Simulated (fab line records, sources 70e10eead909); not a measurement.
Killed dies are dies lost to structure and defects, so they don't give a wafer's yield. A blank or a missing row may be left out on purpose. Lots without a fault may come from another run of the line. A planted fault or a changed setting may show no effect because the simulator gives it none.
fab line records | flow nand_harc
record lots=11 wafers=33 last_day=33
route steps=1302 shown A_SLIT@937 A_WL_FILL@957 END@1302
lots that met no fault: from a run of the same line without faults
start_h: hours from the record's first day to the start of the lot's first wafer shown | wait_h: hours since the lot's step before | " the same as in the row above | L1.1+2: a row that stands for several wafers | - no value, or no start given | * or withheld: withheld | < > ~ a bound
route shown NAME@n: a module of which the file shows steps, and the number in the route of the first | usual: mean/standard deviation of fault-free wafers | same: alike in all rows | chamber/n: place in a boat | sites: the reading at each site | _std_site: their standard deviation | _edge_site: outer sites' mean less inner sites' | radius_mm: how far each site lies from the wafer's centre | mask NAME#n: copy n | behind: the tool/chamber that last shaped the wafer | hold: why the lot was held/for how many hours/how that ended | device: the transistor (n, p or np) that didn't switch | end of line: the same wafers' tests at the end of the route | a step without rows: its recipe alone | killed: dies lost to structure and defects at the first sort, not the wafer's yield | map: a wafer's dies, x killed, . not, _ none there
set.NAME: the setting as run; set.NAME@STEP: as run at that earlier step | model.NAME: the simulator's own value behind a step, which no gauge read
steps of the route over a sample of lots; a table a step, a row a wafer
services: from which hour (start_h, from the record's first day; less than 0 if before it) a tool's chamber was out of use, for how many hours, and why
## steps
# step NHARC_A_SLIT_ETCH_24
# recipe target_depth_a=1210 time_s=60.5 cf4_flow_sccm=100 chf3_flow_sccm=30 ar_flow_sccm=0 rf_w=500 bias_w=200 chemistry=CF4/CHF3
# usual chamber_pressure_mTorr=24.999/0.022 drypump_motor_current_A=5.6/0.35 oes_product_au=0.958/0.022 rf_vpp_V=370.3/2.3 showerhead_plenum_p_Torr=1.56/0.065 throttle_valve_pct=16.802/0.0093
# columns lot.wafer tool chamber start_h wait_h chamber_pressure_mTorr drypump_motor_current_A oes_product_au rf_hours_counter_h rf_vpp_V showerhead_plenum_p_Torr throttle_valve_pct
L261.2 rie_diel-07 1 450.52 0.1 25.011 5.3 0.916 9.0 370.8 1.60 16.807
L261.1 " 0 " " 24.964 5.7 0.929 10.1 365.6 1.48 16.806
L261.5 " 2 " " 24.991 5.7 0.907 - 373.7 1.61 16.808
L262.3 rie_diel-04 0 467.39 0.1 25.045 6.2 0.945 5.0 373.4 1.66 16.804
L262.1 " 3 " " 24.999 5.8 0.943 3.7 369.8 1.56 16.804
L262.6 " 0 " " 25.006 6.1 0.945 - 373.3 1.66 16.811
L266.2 rie_diel-04 1 505.16 0.1 24.970 5.6 0.958 6.5 371.9 1.63 16.812
L266.1 " 3 " " 25.007 5.8 0.979 4.6 368.5 1.56 16.791
L266.5 " 1 " " 25.005 5.5 0.958 - 373.2 1.63 16.805
L269.4 rie_diel-07 1 545.53 0.1 24.971 5.3 0.948 3.1 370.7 1.60 16.807
L269.2 " 3 " " 25.001 5.9 0.978 3.3 366.0 1.47 16.799
L269.6 " 0 " " 25.020 5.7 0.984 - 366.3 1.48 16.796
L273.2 rie_diel-04 0 562.48 0.1 25.012 6.1 0.958 2.0 372.9 1.66 16.809
L273.1 " 2 " " 25.011 5.4 0.988 1.6 371.9 1.61 16.791
L273.5 " 0 " " 25.005 6.1 0.968 - 373.8 1.66 16.811
L276.2 rie_diel-07 3 624.92 0.1 24.954 5.8 0.983 7.4 366.6 1.47 16.785
L276.3 " 0 " " 24.964 5.7 0.960 6.9 366.6 1.48 16.807
L276.5 " 2 " " 24.979 5.7 0.962 - 372.3 1.61 16.809
L279.1 rie_diel-07 3 628.26 0.1 25.000 5.9 0.908 7.9 367.0 1.47 16.801
L279.5 " 2 " " 24.969 5.7 0.907 - 372.3 1.61 16.794
L279.6 " 3 " " 25.011 5.8 0.914 - 367.2 1.47 16.792
L280.3 rie_diel-04 3 641.07 0.1 25.024 5.8 0.951 6.5 369.5 1.56 16.794
L280.1 " 0 " " 25.031 6.1 0.934 5.4 372.7 1.66 16.788
L280.2 " 2 " " 25.013 5.3 0.958 6.6 371.4 1.61 16.791
L281.2 rie_diel-07 2 647.29 0.1 25.001 5.7 0.920 9.7 372.5 1.61 16.805
L281.4 " 3 " " 25.007 5.8 0.921 8.7 367.7 1.47 16.800
L281.5 " 0 " " 24.996 5.7 0.932 - 367.9 1.48 16.779
L282.3 rie_diel-12 2 669.11 0.1 25.056 5.6 0.961 1.7 368.8 1.49 16.785
L282.6 " 3 " " 24.996 5.5 0.960 - 369.4 1.54 16.803
L282.4 " 1 " " 25.007 6.1 0.967 - 366.7 1.47 16.801
L284.1 rie_diel-12 2 683.34 0.1 24.988 5.5 0.956 2.9 367.7 1.49 16.800
L284.2 " 3 " " 24.952 5.5 0.955 2.8 370.3 1.54 16.804
L284.6 " 0 " " 24.989 4.8 0.979 - 371.7 1.60 16.807
# step NHARC_A_SLIT_ETCH_17
# recipe bias_v=900 source_w=withheld pressure_mtorr=20 ar_flow_sccm=375 c4f8_flow_sccm=83.3 o2_flow_sccm=41.7 time_s=4254.5 target_depth_a=2.03e+05 chemistry=C4F8/O2/Ar
# usual chamber_pressure_mTorr=19.999/0.019 drypump_motor_current_A=5.8/0.47 showerhead_plenum_p_Torr=3.639/0.028 throttle_valve_pct=32.043/0.0091
# columns lot.wafer tool chamber start_h wait_h chamber_pressure_mTorr drypump_motor_current_A rf_hours_counter_h showerhead_plenum_p_Torr throttle_valve_pct
L261.1 har_etch-01 1 451.69 - 19.988 5.6 249 3.653 32.040
L261.2 " 0 " " 20.025 5.5 249 3.652 32.038
L261.5 " 0 454.69 - 20.004 5.4 - 3.652 32.037
L262.1 har_etch-02 0 471.76 - 20.006 6.5 50 3.688 32.044
L262.3 " 0 472.98 - 19.979 6.5 - 3.687 32.042
L262.6 " 1 " " 19.983 5.4 - 3.692 32.047
L266.2 har_etch-02 0 506.34 - 20.011 6.5 69 3.677 32.050
L266.1 " 1 " " 19.985 5.4 69 3.681 32.021
L266.5 " 1 509.35 - 20.012 5.4 - 3.682 32.076
L269.2 har_etch-01 0 546.69 - 19.996 5.5 307 3.621 32.040
L269.4 " 1 548.51 - 20.015 5.7 - 3.622 32.026
L269.6 " 1 549.73 - 20.016 5.6 - 3.622 32.050
L273.1 har_etch-02 0 564.10 - 20.018 6.5 100 3.660 32.048
L273.2 " 1 " " 19.974 5.4 100 3.665 32.044
L273.5 " 0 566.52 - 19.976 6.5 - 3.660 32.043
L276.2 har_etch-02 1 626.66 - 20.021 5.4 134 3.646 32.049
L276.3 " 1 627.85 - 19.936 5.5 - 3.647 32.049
L276.5 " 0 " " 20.010 6.5 - 3.642 32.042
L279.1 har_etch-02 0 630.41 - 20.014 6.5 138 3.640 32.045
L279.5 " 1 632.20 - 19.967 5.4 - 3.644 32.043
L279.6 " 0 " " 19.987 6.6 - 3.639 32.042
L280.1 har_etch-01 0 642.50 - 20.003 5.4 364 3.591 32.037
L280.2 " 1 " " 20.029 5.7 364 3.591 32.033
L280.3 " 0 " " 20.032 5.4 - 3.590 32.042
L281.2 har_etch-02 0 650.49 - 19.967 6.5 153 3.631 32.045
L281.4 " 0 651.69 - 19.976 6.5 - 3.631 32.035
L281.5 " 0 652.90 - 19.994 6.6 - 3.631 32.032
L282.4 har_etch-01 0 671.71 - 19.988 5.4 - 3.582 32.050
L282.3 " 1 " " 20.026 5.7 - 3.583 32.030
L282.6 " 0 " " 19.988 5.4 - 3.583 32.029
L284.1 har_etch-02 0 684.50 - 20.002 6.5 168 3.623 32.038
L284.2 " 1 " " 20.017 5.5 168 3.627 32.033
L284.6 " 1 687.52 - 20.022 5.4 - 3.627 32.036
# step NHARC_A_WL_FILL_ETCHBACK_04
# recipe target_depth_a=600 time_s=120 chemistry=NF3
# usual chamber_pressure_mTorr=300.03/0.26 drypump_motor_current_A=5.6/0.43 oes_product_au=0.999/0.0094 run_length_s=141.3/0.48
# columns lot.wafer tool chamber start_h wait_h chamber_pressure_mTorr drypump_motor_current_A oes_product_au rf_hours_counter_h run_length_s
L261.2 rie_metal-02 0 464.23 0.3 300.40 6.0 1.006 0.0 141.3
L261.1 " 1 " " 300.29 5.2 1.002 0.0 140.8
L261.5 " 0 " " 300.03 6.0 1.003 - 141.4
L262.1 rie_metal-01 0 484.82 0.3 299.81 5.2 1.001 1.4 141.4
L262.3 " 1 " " 299.88 5.1 0.999 - 141.4
L262.6 " 0 " " 299.93 5.2 0.993 - 141.6
L266.1 rie_metal-01 1 520.10 0.3 299.96 5.1 1.005 1.8 141.7
L266.2 " 0 " " 300.15 5.2 0.999 1.8 141.3
L266.5 " 1 " " 300.17 5.1 0.991 - 141.5
L269.2 rie_metal-02 1 559.80 0.4 299.78 5.2 1.000 2.5 140.7
L269.4 " 0 " " 300.21 5.9 1.000 - 99.4
L269.6 " 1 " " 299.55 5.2 0.999 - 140.6
L273.2 rie_metal-03 0 577.39 0.3 300.02 6.2 1.002 0.9 142.4
L273.1 " 1 " " 300.16 6.0 0.995 0.9 141.6
L273.5 " 0 " " 300.46 6.2 1.000 - 141.7
L276.2 rie_metal-03 0 639.88 0.4 300.03 6.2 0.995 1.8 141.6
L276.3 " 1 " " 299.81 6.0 0.986 - 141.5
L276.5 " 0 " " 299.77 6.2 0.987 - 142.0
L279.1 rie_metal-02 1 643.53 0.3 299.95 5.2 0.986 0.0 140.5
L279.5 " 0 " " 300.48 6.0 1.005 - 141.5
L279.6 " 1 " " 299.95 5.2 0.995 - 140.6
L280.2 rie_metal-03 0 655.65 0.3 299.58 6.2 0.998 2.1 141.7
L280.1 " 1 " " 299.94 6.0 0.978 2.1 141.6
L280.3 " 1 " " 300.68 6.0 0.989 - 141.6
L281.2 rie_metal-02 0 662.81 0.4 300.35 6.0 1.011 0.5 141.3
L281.4 " 0 " " 299.89 6.0 0.998 - 141.4
L281.5 " 0 " " 300.04 6.0 1.014 - 141.3
L282.3 rie_metal-02 1 683.59 0.3 300.45 5.2 1.000 - 141.1
L282.4 " 0 " " 300.55 6.0 1.003 - 141.2
L282.6 " 0 " " 300.19 6.0 1.005 - 141.5
L284.1 rie_metal-02 0 697.89 0.3 299.70 6.0 1.005 1.4 141.8
L284.2 " 1 " " 299.89 5.2 0.982 1.4 140.6
L284.6 " 1 " " 299.84 5.2 0.987 - 140.5
# step NHARC_A_WL_FILL_STRIP_29
# recipe time_s=20 o2_flow_sccm=500 ar_flow_sccm=0 bias_w=0 chemistry=O2
# usual chamber_pressure_mTorr=59.99/0.056 drypump_motor_current_A=5.9/0.62 oes_product_au=1.004/0.011 rf_vpp_V=57.7/0.91 showerhead_plenum_p_Torr=3.46/0.13 throttle_valve_pct=17.038/0.0085
# columns lot.wafer tool chamber start_h wait_h chamber_pressure_mTorr drypump_motor_current_A oes_product_au rf_hours_counter_h rf_vpp_V showerhead_plenum_p_Torr throttle_valve_pct
L261.2 rie_diel-11 1 478.20 0.1 60.02 6.5 1.022 2.2 58.2 3.68 17.038
L261.1 " 2 " " 59.98 6.5 1.008 1.9 57.2 3.36 17.043
L261.5 " 1 " " 59.97 6.6 1.019 - 57.7 3.68 17.034
L262.1 rie_diel-11 2 492.93 0.1 60.01 6.5 1.005 2.1 57.7 3.36 17.029
L262.3 " 3 " " 60.06 4.9 1.011 2.1 56.8 3.33 17.037
L262.6 " 1 " " 60.00 6.6 1.015 - 60.0 3.68 17.044
L266.2 rie_diel-11 3 530.28 0.1 59.94 4.9 1.012 4.0 57.4 3.33 17.041
L266.1 " 1 " " 60.03 6.6 1.009 4.3 57.8 3.68 17.039
L266.5 " 3 " " 59.93 4.9 1.020 - 58.3 3.33 17.041
L269.4 rie_diel-11 0 572.40 0.1 60.05 6.3 1.017 6.6 58.1 3.36 17.028
L269.2 " 2 " " 59.99 6.5 0.986 5.6 56.8 3.36 17.030
L269.6 " 0 " " 60.00 6.3 1.020 - 58.0 3.36 17.037
L273.1 rie_diel-01 1 591.90 0.1 60.02 6.3 1.001 1.2 57.5 3.35 17.033
L273.2 " 2 " " 59.99 5.3 1.007 1.3 56.5 3.46 17.046
L273.5 " 0 " " 59.92 4.9 0.995 - 57.7 3.67 17.029
L276.3 rie_diel-11 3 649.20 0.1 59.99 4.9 0.994 1.5 58.3 3.32 17.042
L276.2 " 1 " " 60.06 6.6 0.986 1.4 59.6 3.68 17.037
L276.5 " 0 " " 59.96 6.4 1.016 - 57.9 3.36 17.050
L279.1 rie_diel-01 1 653.51 0.1 59.92 6.4 0.995 2.4 56.6 3.35 17.035
L279.5 " 0 " " 60.01 4.9 0.984 - 59.5 3.67 17.038
L279.6 " 1 " " 59.97 6.4 1.008 - 58.2 3.35 17.048
L280.3 rie_diel-01 1 669.35 0.1 60.01 6.4 1.005 2.9 56.2 3.34 17.037
L280.2 " 3 " " 60.02 5.8 1.014 3.1 57.7 3.49 17.046
L280.1 " 0 " " 59.99 4.9 0.992 3.0 56.9 3.67 17.043
L281.2 rie_diel-06 3 674.73 0.1 60.04 6.4 0.986 0.0 57.9 3.41 17.049
L281.4 " 3 " " 60.02 6.4 0.994 - 57.3 3.41 17.020
L281.5 " 1 " " 59.92 6.2 0.999 - 57.5 3.54 17.047
L282.3 rie_diel-01 0 695.74 0.1 60.09 4.9 1.001 3.8 59.3 3.67 17.040
L282.4 " 2 " " 59.99 5.4 0.996 3.5 58.8 3.46 17.034
L282.6 " 0 " " 59.99 4.9 0.995 - 57.4 3.67 17.034
L284.1 rie_diel-11 1 709.29 0.1 59.92 6.6 0.994 5.0 57.4 3.67 17.040
L284.2 " 2 " " 59.93 6.5 1.000 5.7 57.2 3.35 17.033
L284.6 " 1 " " 59.99 6.6 0.987 - 59.2 3.67 17.042
# step NHARC_END_SORT_01
# recipe temp_c=25
# usual killed_at_array=59/16 killed_at_other=0.8/1.1 killed_at_periphery=3.6/2.4 killed_dies=64/16 killed_open=3.4/1.8 killed_short=2.5/1.6
# same gross_dies=677
# columns lot.wafer tool chamber start_h wait_h killed_at_array killed_at_other killed_at_periphery killed_dies killed_open killed_short
L269.2 prober-02 0 660.87 2.8 57 1 10 68 2 1
L269.4 prober-02 0 662.45 3.4 592 3 8 603 7 2
L269.6 prober-02 0 664.04 4.0 54 2 7 63 4 2
# killed by level:class
L269.2 A_SLIT:chamber_film_flake=28 A_CHANNEL_HOLE_D2:chamber_film_flake=20 P_CONTACT:chamber_film_flake=7 A_CONTACT:chamber_film_flake=5 P_GATE:geometric_particle:open=1 A_CHANNEL_FILL_D1:geometric_particle:short=1 A_M1:geometric_particle:open=1 P_ZERO_WELL:chamber_film_flake=1
L269.4 A_WL_FILL:area_etchback=534 A_SLIT:chamber_film_flake=29 A_CHANNEL_HOLE_D2:chamber_film_flake=11 A_CHANNEL_HOLE_D1:chamber_film_flake=7 P_CONTACT:chamber_film_flake=4 THIN_TSV:chamber_film_flake=3 P_M1:geometric_particle:open=2 A_DECK1_JOINT:geometric_particle:open=2
L269.6 A_SLIT:chamber_film_flake=22 A_CHANNEL_HOLE_D2:chamber_film_flake=12 P_CONTACT:chamber_film_flake=6 A_CHANNEL_HOLE_D1:chamber_film_flake=6 A_CONTACT:chamber_film_flake=4 A_STAIRCASE:chamber_film_flake=3 THIN_TSV:chamber_film_flake=2 P_M0:geometric_particle:open=1
## services
# columns tool chamber start_h hours kind
rie_diel-11 3 430.20 11.9 repair
rie_diel-01 3 431.86 5.0 repair
rie_diel-11 - 432.50 9.0 pm
rie_metal-02 - 454.00 9.0 pm
rie_diel-04 3 456.52 7.1 repair
rie_diel-04 - 467.46 0.2 repair
rie_diel-07 - 471.20 9.0 pm
rie_diel-01 0 523.80 4.2 repair
rie_diel-01 2 524.22 2.5 repair
rie_metal-02 0 529.02 4.7 repair
rie_diel-04 - 531.95 9.0 pm
rie_diel-01 3 539.94 8.5 repair
rie_diel-01 - 557.81 9.0 pm
rie_diel-04 0 573.94 16.9 repair
rie_diel-11 - 602.07 0.5 repair
rie_diel-11 - 609.50 9.0 pm
rie_diel-04 3 621.34 4.6 repair
rie_diel-01 0 630.48 12.9 repair
rie_diel-04 2 630.77 7.8 repair
rie_metal-02 - 631.00 9.0 pm
rie_diel-07 - 648.20 9.0 pm
rie_diel-07 2 663.20 9.6 repair
rie_diel-07 1 700.58 22.8 repair
rie_diel-11 0 709.06 16.4 repair
## key
first_sign step=NHARC_A_WL_FILL_ETCHBACK_04 reading=run_length_s direction=down sigmas=88 usual=* struck=*
effect step=NHARC_END_SORT_01 reading=killed_dies direction=up sigmas=34 usual=64 struck=603
more_kills_born_at NHARC_A_WL_FILL_ETCHBACK_04@rie_metal-02=534
met_at NHARC_A_WL_FILL_ETCHBACK_04
struck_lots L269
struck_wafers L269.4
later_rows_left_out L269.4
tester_left_out L269
not_acting_at NHARC_A_SLIT_ETCH_24,NHARC_A_SLIT_ETCH_17,NHARC_A_WL_FILL_STRIP_29
onset_between 464.23 559.80
fault kind=process_parameter_drift tool=rie_metal-02 chamber=0 onset_h=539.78 steps=NHARC_A_WL_FILL_ETCHBACK_04 channel=time_s offset=* shape=step end_h=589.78 acts_in=* stated=*
# tester_left_out: of these lots the tester's yield and bins aren't shown, on N5 and GAA mostly nor the transistor test; their killed dies are dies lost to structure and defects alone, not to doping, threshold or leakage, so they don't give the yield
# later_rows_left_out: the simulator's readings of these wafers behind a module that went badly wrong aren't trusted and aren't shown, but for the sort
